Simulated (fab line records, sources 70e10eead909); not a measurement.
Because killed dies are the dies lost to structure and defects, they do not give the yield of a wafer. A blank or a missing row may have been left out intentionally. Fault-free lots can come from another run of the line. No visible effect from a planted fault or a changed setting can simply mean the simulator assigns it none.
Matching of chambers    flow nand harc    NHARC_A_BLC_ETCH_16 on rie diel-09: 4 sister chambers
The step etches the open film in CF4, target depth 39 nm, time 65 s. 4 wafers are shown with their chamber, then 7 later ones without.

WAFERS WITH THEIR CHAMBER
wafer   chamber  drypump motor current A (A)
L967.4  1        5.72
L964.2  2        5.81
L968.2  0        5.38
L968.3  3        5.54

WAFERS MISSING THEIR CHAMBER
wafer   drypump motor current A (A)
L968.6  5.80
L973.1  5.80
L973.2  5.56
L973.3  5.69
L977.3  5.70
L977.6  5.72
L979.3  5.80

CHAMBER TAKEN BY EACH
wafer   from the rows above  in truth
L968.6  2                    2
L973.1  2                    2
L973.2  3                    3
L973.3  1                    1
L977.3  1                    1
L977.6  1                    1
L979.3  2                    2
7 of 7 placed correctly. Number that these rows cannot place: 0. Placed wrongly: 0.
How it was worked out, from the rows above alone: a wafer's distance from a chamber is the root of the sum, over the readings, of the square of ((its reading less the chamber's mean) divided by the reading's scatter). If the next closest chamber is less than 2 further off than the closest, the wafer can't be placed; otherwise it belongs to the closest. The mean given for a chamber averages the wafers shown for that chamber. The scatter (one wafer shown for each chamber): square how far every hidden wafer sits from the nearest shown wafer, average those squares and take the square root.
